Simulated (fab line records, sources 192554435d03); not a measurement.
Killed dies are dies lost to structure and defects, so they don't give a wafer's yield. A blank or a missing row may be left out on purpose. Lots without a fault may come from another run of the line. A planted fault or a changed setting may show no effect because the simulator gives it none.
Which tool did it? | flow n5_finfet | 24 lots, 72 wafers sampled, at 3 steps of a route of 1938

WHAT THE GAUGES READ, wafer by wafer
N5_BEOL_M11_INSPECT_13: inspects for defects (brightfield). Usual: raw_defect_count 459, standard deviation 120.
lot  | measured     | on                | raw_defect_count | flag
L074 | day 10 07:48 | defect_inspect-01 | 413 440 380      |
L075 | day 10 16:51 | defect_inspect-01 | 523 453 495      |
L076 | day 11 01:12 | defect_inspect-02 | 358 347 451      |
L077 | day 11 13:04 | defect_inspect-01 | 580 572 519      |
L079 | day 11 21:52 | defect_inspect-01 | 284 276 394      |
L080 | day 11 23:17 | defect_inspect-02 | 547 834 744      |
L078 | day 12 01:40 | defect_inspect-02 | 399 390 405      |
L081 | day 12 04:34 | defect_inspect-02 | 517 550 441      |
L082 | day 12 15:04 | defect_inspect-02 | 317 268 256      |
L085 | day 13 01:39 | defect_inspect-02 | 459 430 314      |
L083 | day 13 05:46 | defect_inspect-02 | 444 519 496      |
L084 | day 13 10:01 | defect_inspect-02 | 409 530 406      |
L087 | day 13 15:22 | defect_inspect-02 | 408 639 339      |
L086 | day 13 19:54 | defect_inspect-02 | 409 584 527      |
L090 | day 14 09:39 | defect_inspect-02 | 513 661 659      |
L088 | day 14 14:59 | defect_inspect-01 | 408 342 511      |
L091 | day 14 15:56 | defect_inspect-01 | 331 465 279      |
L089 | day 15 00:28 | defect_inspect-01 | 374 450 340      |
L092 | day 15 05:17 | defect_inspect-01 | 460 355 495      |
L093 | day 15 08:49 | defect_inspect-01 | 333 456 398      |
L094 | day 15 17:04 | defect_inspect-01 | 526 264 414      |
L095 | day 16 03:41 | defect_inspect-01 | 488 365 491      |
L096 | day 16 04:21 | defect_inspect-02 | 457 449 394      |
L097 | day 16 15:16 | defect_inspect-02 | 815 541 596      |

WHICH TOOL RAN EACH LOT (tool, then ch and the chambers of the sampled wafers, then the start)
lot  | N5_BEOL_M11_CURE_71           | N5_BEOL_M11_HM_DEP_02
L074 | uv_cure-01 ch 2, day 10 05:57 | pvd_sputter-02, day 10 07:22
L075 | uv_cure-02 ch 1, day 10 12:18 | pvd_sputter-02, day 10 16:26
L076 | uv_cure-01 ch 0, day 10 23:37 | pvd_sputter-02, day 11 00:39
L077 | uv_cure-01 ch 1, day 11 10:03 | pvd_sputter-01, day 11 12:31
L079 | uv_cure-02 ch 0, day 11 18:50 | pvd_sputter-02, day 11 21:19
L080 | uv_cure-01 ch 2, day 11 22:14 | pvd_sputter-01, day 11 22:51
L078 | uv_cure-03 ch 1, day 12 00:17 | pvd_sputter-02, day 12 01:07
L081 | uv_cure-01 ch 1, day 12 02:58 | pvd_sputter-02, day 12 04:01
L082 | uv_cure-01 ch 1, day 12 13:19 | pvd_sputter-01, day 12 14:38
L085 | uv_cure-02 ch 1, day 12 22:40 | pvd_sputter-01, day 13 01:06
L083 | uv_cure-01 ch 1, day 13 04:01 | pvd_sputter-01, day 13 05:13
L084 | uv_cure-02 ch 0, day 13 07:13 | pvd_sputter-02, day 13 09:28
L087 | uv_cure-01 ch 1, day 13 12:13 | pvd_sputter-03, day 13 14:56
L086 | uv_cure-03 ch 2, day 13 18:38 | pvd_sputter-02, day 13 19:13
L090 | uv_cure-01 ch 2, day 14 08:05 | pvd_sputter-01, day 14 09:06
L088 | uv_cure-02 ch 0, day 14 12:11 | pvd_sputter-03, day 14 14:26
L091 | uv_cure-02 ch 0, day 14 13:21 | pvd_sputter-03, day 14 15:22
L089 | uv_cure-03 ch 2, day 14 21:28 | pvd_sputter-01, day 14 23:55
L092 | uv_cure-01 ch 1, day 15 02:56 | pvd_sputter-02, day 15 04:44
L093 | uv_cure-02 ch 1, day 15 06:39 | pvd_sputter-01, day 15 08:16
L094 | uv_cure-02 ch 0, day 15 13:47 | pvd_sputter-02, day 15 16:39
L095 | uv_cure-01 ch 1, day 15 22:53 | pvd_sputter-02, day 16 03:08
L096 | uv_cure-03 ch 0, day 16 02:21 | pvd_sputter-01, day 16 03:48
L097 | uv_cure-03 ch 2, day 16 13:32 | pvd_sputter-02, day 16 14:43
- N5_BEOL_M11_CURE_71: cures SiCOH lowk, time 240 s.
- N5_BEOL_M11_HM_DEP_02: deposits TiN, target thk 20 nm.

WHAT THE TOOLS THEMSELVES READ (means of the sampled wafers that have a number; where no wafer has one, the mark that the record gives instead)
N5_BEOL_M11_CURE_71. Usual: lamp_power_pct 52.31 %, standard deviation 0.053; wafer_temp_C_max 386.9, standard deviation 0.54.
lot  | tool       | lamp_power_pct (%) | wafer_temp_C_max | flag
L074 | uv_cure-01 | 52.34              | 386.3            |
L075 | uv_cure-02 | 52.28              | 386.1            |
L076 | uv_cure-01 | 52.33              | 386.9            |
L077 | uv_cure-01 | 52.36              | 386.6            |
L079 | uv_cure-02 | 52.33              | 387.4            |
L080 | uv_cure-01 | 52.27              | 386.7            |
L078 | uv_cure-03 | 52.39              | 387.3            |
L081 | uv_cure-01 | 52.29              | 386.6            |
L082 | uv_cure-01 | 52.34              | 387.0            |
L085 | uv_cure-02 | 52.29              | 386.5            |
L083 | uv_cure-01 | 52.30              | 386.7            |
L084 | uv_cure-02 | 52.26              | 387.0            |
L087 | uv_cure-01 | 52.34              | 386.9            |
L086 | uv_cure-03 | 52.33              | 387.1            |
L090 | uv_cure-01 | 52.34              | 386.3            |
L088 | uv_cure-02 | 52.31              | 387.1            |
L091 | uv_cure-02 | 52.29              | 387.1            |
L089 | uv_cure-03 | 52.29              | 387.2            |
L092 | uv_cure-01 | 52.27              | 387.0            |
L093 | uv_cure-02 | 52.29              | 386.4            |
L094 | uv_cure-02 | 52.33              | 386.9            |
L095 | uv_cure-01 | 52.32              | 386.6            |
L096 | uv_cure-03 | 52.23              | 387.0            |
L097 | uv_cure-03 | 52.36              | 388.0            |

N5_BEOL_M11_HM_DEP_02. Usual: throttle_valve_pct 30.5 %, standard deviation 0.44.
lot  | tool           | throttle_valve_pct (%) | flag
L074 | pvd_sputter-02 | 30.6                   |
L075 | pvd_sputter-02 | 30.7                   |
L076 | pvd_sputter-02 | 31.0                   |
L077 | pvd_sputter-01 | 30.5                   |
L079 | pvd_sputter-02 | 30.9                   |
L080 | pvd_sputter-01 | 30.4                   |
L078 | pvd_sputter-02 | 30.7                   |
L081 | pvd_sputter-02 | 30.9                   |
L082 | pvd_sputter-01 | 30.1                   |
L085 | pvd_sputter-01 | 30.1                   |
L083 | pvd_sputter-01 | 30.0                   |
L084 | pvd_sputter-02 | 30.8                   |
L087 | pvd_sputter-03 | 30.3                   |
L086 | pvd_sputter-02 | 30.6                   |
L090 | pvd_sputter-01 | 30.3                   |
L088 | pvd_sputter-03 | 30.0                   |
L091 | pvd_sputter-03 | 30.0                   |
L089 | pvd_sputter-01 | 29.8                   |
L092 | pvd_sputter-02 | 30.9                   |
L093 | pvd_sputter-01 | 30.3                   |
L094 | pvd_sputter-02 | 30.8                   |
L095 | pvd_sputter-02 | 30.6                   |
L096 | pvd_sputter-01 | 30.2                   |
L097 | pvd_sputter-02 | 30.7                   |

THE ANSWER, worked out from the rows above alone
Rule: a lot is off if the mean of its wafers that have a number lies more than 3 standard deviations from the usual mean. A lot without any number at a reading at which 4 lots or more have one is off too. The other lots that the step has rows for count as sound. The gauges are gone through in route order, then the tools' own readings, and for those a lot's mean is taken as printed above. The first step at which some lot is off is used, and at that step the reading that is off furthest; a lot without a number counts as furthest.
No lot is off at any reading shown: from this, nothing can be told.

WHAT THE SIMULATOR HAD PUT IN
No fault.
